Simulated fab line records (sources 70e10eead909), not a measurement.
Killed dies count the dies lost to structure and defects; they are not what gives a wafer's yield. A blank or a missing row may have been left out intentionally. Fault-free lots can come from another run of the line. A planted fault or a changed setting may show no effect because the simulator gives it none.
Chamber matching    flow nand harc    cmp-03 running NHARC_A_WL_FILL_CMP_12: 4 sister chambers
The step polishes, t overpolish 30 s, target thk 100 nm. 4 wafers are shown with their chamber, then 8 later ones without.

WAFERS WITH THEIR CHAMBER
wafer   chamber  motor current A (A)
L090.3  0        11.3
L090.4  2        14.3
L090.6  3        13.5
L088.3  1        11.1

WAFERS WITH NO CHAMBER GIVEN
wafer   motor current A (A)
L088.4  12.4
L088.5  12.2
L093.4  15.0
L093.5  12.3
L093.6  14.4
L095.1  11.1
L095.4  11.3
L095.6  12.8

THE CHAMBER EACH PASSED THROUGH
wafer   from the rows above                in truth
L088.4  can't be placed: 0 or 3 or 1 or 2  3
L088.5  can't be placed: 0 or 1 or 3 or 2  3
L093.4  can't be placed: 2 or 3            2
L093.5  can't be placed: 0 or 3 or 1 or 2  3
L093.6  can't be placed: 2 or 3            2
L095.1  can't be placed: 1 or 0            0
L095.4  can't be placed: 0 or 1            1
L095.6  can't be placed: 3 or 0 or 2 or 1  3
Correctly placed: 0 of 8. Not placeable from these rows: 8 (in 8, the candidates include the true chamber). 0 placed wrongly.
How it was worked out, from the rows above alone: a wafer's distance from a chamber is the root of the sum, over the readings, of the square of ((its reading less the chamber's mean) divided by the reading's scatter). If the next closest chamber is less than 2 further off than the closest, the wafer can't be placed; otherwise it belongs to the closest. A chamber's mean is the mean of its shown wafers. The scatter: root of mean squared gap, hidden wafer to nearest shown wafer, with one shown wafer a chamber.
